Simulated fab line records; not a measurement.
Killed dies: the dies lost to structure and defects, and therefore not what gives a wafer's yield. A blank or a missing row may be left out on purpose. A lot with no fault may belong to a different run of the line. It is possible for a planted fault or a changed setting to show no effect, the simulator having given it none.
Matching of chambers | flow n5 finfet | N5_MOL_CONTACT_COAG_ETCH_106 on rie diel-01: 4 sister chambers
The step etches SOC in N2/H2, target depth 80 nm, overetch 16 nm, time 120 s. 4 wafers are shown with their chamber, then 7 later ones without.

WAFERS PAIRED WITH THEIR CHAMBERS
wafer  | chamber | drypump motor current A (A)
L083.5 | 3       | 6.1
L085.2 | 1       | 6.3
L090.1 | 0       | 4.9
L090.2 | 2       | 5.8

WAFERS WITH NO CHAMBER GIVEN
wafer  | drypump motor current A (A)
L090.6 | 6.1
L094.1 | 6.1
L094.2 | 4.8
L094.4 | 5.8
L097.2 | 6.1
L097.3 | 4.9
L097.6 | 5.8

THE CHAMBER EACH PASSED THROUGH
wafer  | from the rows above | in truth
L090.6 | 3                   | 3
L094.1 | 3                   | 3
L094.2 | 0                   | 0
L094.4 | 2                   | 2
L097.2 | 3                   | 3
L097.3 | 0                   | 0
L097.6 | 2                   | 2
7 of 7 placed correctly. Not placeable from these rows: 0. 0 placed wrongly.
How it was worked out, from the rows above alone: a wafer's distance from a chamber is the root of the sum, over the readings, of the square of ((its reading less the chamber's mean) divided by the reading's scatter). The wafer belongs to the nearest chamber; if the next one is less than 2 further off, it can't be placed. For every chamber, the mean is computed from those of its wafers that are shown. The scatter (one wafer shown for each chamber): square how far every hidden wafer sits from the nearest shown wafer, average those squares and take the square root.
